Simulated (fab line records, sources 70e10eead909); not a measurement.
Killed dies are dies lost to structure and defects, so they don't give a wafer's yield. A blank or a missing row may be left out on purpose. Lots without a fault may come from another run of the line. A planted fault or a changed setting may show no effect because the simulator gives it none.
Chamber matching | flow nand_harc | NHARC_P_CONTACT_CMP_01 on cmp-03: 4 sister chambers
The step polishes SiO2, target thk 200 nm. 8 wafers are shown with their chamber, then 11 later ones without.

WAFERS WITH THEIR CHAMBER
wafer  | chamber | motor_current_A (A) | slurry_flow_ml_min
L084.2 | 2       | 11.8                | 149.4
L084.6 | 1       | 12.3                | 149.4
L085.5 | 0       | 13.4                | 149.4
L085.6 | 1       | 12.2                | 150.8
L086.2 | 3       | 13.3                | 149.3
L086.5 | 2       | 11.8                | 150.2
L086.6 | 3       | 12.4                | 149.8
L087.1 | 0       | 13.2                | 149.7

WAFERS WITHOUT THEIR CHAMBER
wafer  | motor_current_A (A) | slurry_flow_ml_min
L087.5 | 11.7                | 150.5
L087.6 | 12.5                | 149.6
L088.3 | 12.8                | 149.7
L088.5 | 11.8                | 150.2
L088.6 | 12.7                | 150.8
L089.1 | 12.7                | 149.4
L089.3 | 11.5                | 149.4
L089.5 | 12.9                | 150.3
L091.1 | 12.9                | 150.5
L091.3 | 12.6                | 149.5
L091.5 | 11.3                | 150.0

WHICH CHAMBER EACH WENT THROUGH
wafer  | from the rows above               | in truth
L087.5 | can't be placed: 2 or 1           | 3
L087.6 | can't be placed: 3 or 1 or 2 or 0 | 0
L088.3 | can't be placed: 3 or 0 or 1      | 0
L088.5 | can't be placed: 2 or 1           | 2
L088.6 | can't be placed: 1 or 3 or 0 or 2 | 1
L089.1 | can't be placed: 3 or 1 or 0      | 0
L089.3 | can't be placed: 2 or 1           | 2
L089.5 | can't be placed: 3 or 0 or 1      | 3
L091.1 | can't be placed: 3 or 0 or 1 or 2 | 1
L091.3 | can't be placed: 3 or 1 or 0 or 2 | 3
L091.5 | can't be placed: 2 or 1           | 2
Placed correctly: 0 of 11. Can't be placed from these rows: 11 (the true chamber is among the candidates in 10). Placed wrongly: 0.
How it was worked out, from the rows above alone: a wafer's distance from a chamber is the root of the sum, over the readings, of the square of ((its reading less the chamber's mean) divided by the reading's scatter). The wafer belongs to the nearest chamber; if the next one is less than 2 further off, it can't be placed. A chamber's mean is the mean of its shown wafers. The scatter: the root of (the sum of the squares of (reading less its chamber's mean) over the shown wafers, divided by (wafers less chambers)).
